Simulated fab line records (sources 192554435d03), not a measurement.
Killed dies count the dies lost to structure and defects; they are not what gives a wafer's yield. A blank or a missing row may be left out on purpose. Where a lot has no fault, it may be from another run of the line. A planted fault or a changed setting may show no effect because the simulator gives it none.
The tool behind it: which one? | flow n5_finfet | Sampling: 10 lots, 30 wafers, 4 of 1938 route steps

== WHAT THE GAUGES SHOWED, per wafer ==
N5_MOL_CONTACT_COAG_CD_MEAS_84: the cd target is 25.1 nm.
lot  | measured     | on        | cd_nm (nm)
L702 | day 5 12:22  | cd_sem-01 | 24.85 24.95 25.39
L705 | day 6 05:25  | cd_sem-01 | 24.85 24.91 25.22
L708 | day 6 23:16  | cd_sem-03 | 25.22 24.92 25.23
L709 | day 7 05:46  | cd_sem-02 | 25.23 25.27 25.22
L710 | day 7 16:22  | cd_sem-03 | 25.52 25.05 25.46
L719 | day 9 22:19  | cd_sem-03 | 24.99 24.87 24.58
L720 | day 10 02:26 | cd_sem-02 | 24.54 25.11 24.87
L721 | day 10 06:14 | cd_sem-02 | 24.84 24.93 24.99
L722 | day 10 12:23 | cd_sem-02 | 25.32 25.09 25.32
L723 | day 11 01:13 | cd_sem-01 | 25.44 24.90 25.16

== EACH LOT AND THE TOOL THAT RAN IT (in order: tool; ch and the chambers of the sampled wafers; start) ==
lot  | N5_MOL_CONTACT_COAG_PRE_CLEAN_141 | N5_MOL_CONTACT_COAG_CMP_23   | N5_MOL_CONTACT_COAG_ALD_123
L702 | pvd_sputter-01, day 5 05:07       | cmp-03 ch 0,2,3, day 5 08:37 | ald_sin-03 ch 0,1,3, day 5 11:23
L705 | pvd_sputter-03, day 5 22:17       | cmp-03 ch 1,2,3, day 6 01:44 | ald_sin-03 ch 0,1,2, day 6 04:27
L708 | pvd_sputter-02, day 6 15:55       | cmp-01 ch 0,1,2, day 6 19:35 | ald_sin-03 ch 0,1, day 6 22:18
L709 | pvd_sputter-03, day 6 23:04       | cmp-01 ch 0,1, day 7 02:04   | ald_sin-03 ch 0,1,2, day 7 04:47
L710 | pvd_sputter-03, day 7 08:17       | cmp-01 ch 2,3, day 7 12:08   | ald_sin-01 ch 2,3, day 7 15:32
L719 | pvd_sputter-01, day 9 15:23       | cmp-04 ch 0,2,3, day 9 18:42 | ald_sin-02 ch 2,3, day 9 21:28
L720 | pvd_sputter-03, day 9 18:03       | cmp-03 ch 1,3, day 9 22:54   | ald_sin-03 ch 0,2,3, day 10 01:35
L721 | pvd_sputter-01, day 9 23:53       | cmp-03 ch 2,3, day 10 02:40  | ald_sin-02 ch 0,1,3, day 10 05:23
L722 | pvd_sputter-02, day 10 05:28      | cmp-04 ch 1,3, day 10 08:34  | ald_sin-03 ch 0,1, day 10 11:31
L723 | pvd_sputter-02, day 10 14:44      | cmp-04 ch 0,3, day 10 20:02  | ald_sin-03 ch 1,2, day 11 00:15
- N5_MOL_CONTACT_COAG_PRE_CLEAN_141: time 60 s.
- N5_MOL_CONTACT_COAG_CMP_23: polishes, stops on SiO2, t overpolish 1.5 s, target thk 0 nm.
- N5_MOL_CONTACT_COAG_ALD_123: deposits SiNx, target thk 5 nm, pulse time 1 s, purge time 2 s.

== THE ANSWER, worked out from the rows above alone ==
Rule: the lots themselves supply what counts as usual. The widest of any qualifying gaps counts: lots, ordered by their means at a reading, are off when they make up no more than a third of the lots, leave a main group of 4 or more, and stand apart from it by 3 or more times the standard deviation of that group's means. If all means in a main group match to the digits the tables above print for the reading, that group is not used. A lot without any number at a reading at which 4 lots or more have one is off too. Any other lot the step has rows for is counted as sound.
Across all readings shown, no lot is off: no conclusion can be drawn from this.

== WHAT HAD BEEN PUT IN BY THE SIMULATOR ==
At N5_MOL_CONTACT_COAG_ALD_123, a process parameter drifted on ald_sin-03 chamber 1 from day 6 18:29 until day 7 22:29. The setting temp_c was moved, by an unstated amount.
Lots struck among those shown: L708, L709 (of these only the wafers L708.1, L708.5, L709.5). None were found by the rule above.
